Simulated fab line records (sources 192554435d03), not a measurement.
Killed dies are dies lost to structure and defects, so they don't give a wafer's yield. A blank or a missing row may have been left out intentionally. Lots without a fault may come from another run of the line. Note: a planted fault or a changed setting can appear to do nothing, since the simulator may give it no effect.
Matching of chambers | flow n5Finfet | N5_GATE_CUT_ETCH_37 on rieDiel-06 has 4 sister chambers
The step etches SOC in N2/H2, target depth 60 nm, overetch 12 nm, time 90 s. 14 wafers are shown with their chamber, then 7 later ones without.

WAFERS WITH THEIR CHAMBER
wafer  | chamber | showerheadPlenumPTorr (Torr) | throttleValvePct (%) | oesProductAu (a.u.)
L076.3 | 2       | 2.54                         | 18.1                 | 0.66
L076.4 | 0       | 2.48                         | 17.6                 | 0.85
L076.6 | 2       | 2.53                         | 18.1                 | 0.66
L078.2 | 3       | 2.68                         | 17.7                 | 0.79
L078.4 | 2       | 2.53                         | 18.1                 | 0.65
L078.5 | 0       | 2.48                         | 17.6                 | 0.85
L086.1 | 3       | 2.67                         | 17.8                 | 0.76
L086.2 | 2       | 2.53                         | 18.1                 | 0.65
L086.4 | 0       | 2.47                         | 17.6                 | 0.81
L087.1 | 1       | 2.58                         | 17.2                 | 0.79
L087.2 | 2       | 2.53                         | 18.2                 | 0.64
L087.6 | 1       | 2.58                         | 17.2                 | 0.79
L088.2 | 0       | 2.47                         | 17.6                 | 0.81
L088.5 | 2       | 2.53                         | 18.2                 | 0.65

SIGNATURES, as means of the wafers listed above
reading               | chamber 0 | chamber 1 | chamber 2 | chamber 3 | scatter within a chamber
showerheadPlenumPTorr | 2.4750    | 2.5800    | 2.5317    | 2.6750    | 0.00483
throttleValvePct      | 17.600    | 17.200    | 18.133    | 17.750    | 0.0428
oesProductAu          | 0.8300    | 0.7900    | 0.6517    | 0.7750    | 0.0153
Rule: for each reading, subtract the chamber's mean from the wafer's reading, divide by that reading's scatter and square the result; add these up over the readings and take the root, which gives the wafer's distance from the chamber. The wafer belongs to the nearest chamber; if the next one is less than 2 further off, it can't be placed. The scatter: take each reading less its chamber's mean, square it, sum over the shown wafers, divide by the number of wafers less the number of chambers, and take the root.

WAFERS MISSING THEIR CHAMBER
wafer  | showerheadPlenumPTorr (Torr) | throttleValvePct (%) | oesProductAu (a.u.)
L088.6 | 2.58                         | 17.3                 | 0.79
L094.4 | 2.67                         | 17.8                 | 0.74
L094.5 | 2.67                         | 17.8                 | 0.74
L094.6 | 2.47                         | 17.6                 | 0.80
L097.4 | 2.67                         | 17.8                 | 0.75
L097.5 | 2.67                         | 17.8                 | 0.74
L097.6 | 2.52                         | 18.2                 | 0.63

EACH ONE'S CHAMBER
wafer  | from the rows above | in truth
L088.6 | 1                   | 1
L094.4 | 3                   | 3
L094.5 | 3                   | 3
L094.6 | 0                   | 0
L097.4 | 3                   | 3
L097.5 | 3                   | 3
L097.6 | 2                   | 2
Correct placement for 7 of the 7. Can't be placed from these rows: 0. Wrongly placed: 0.
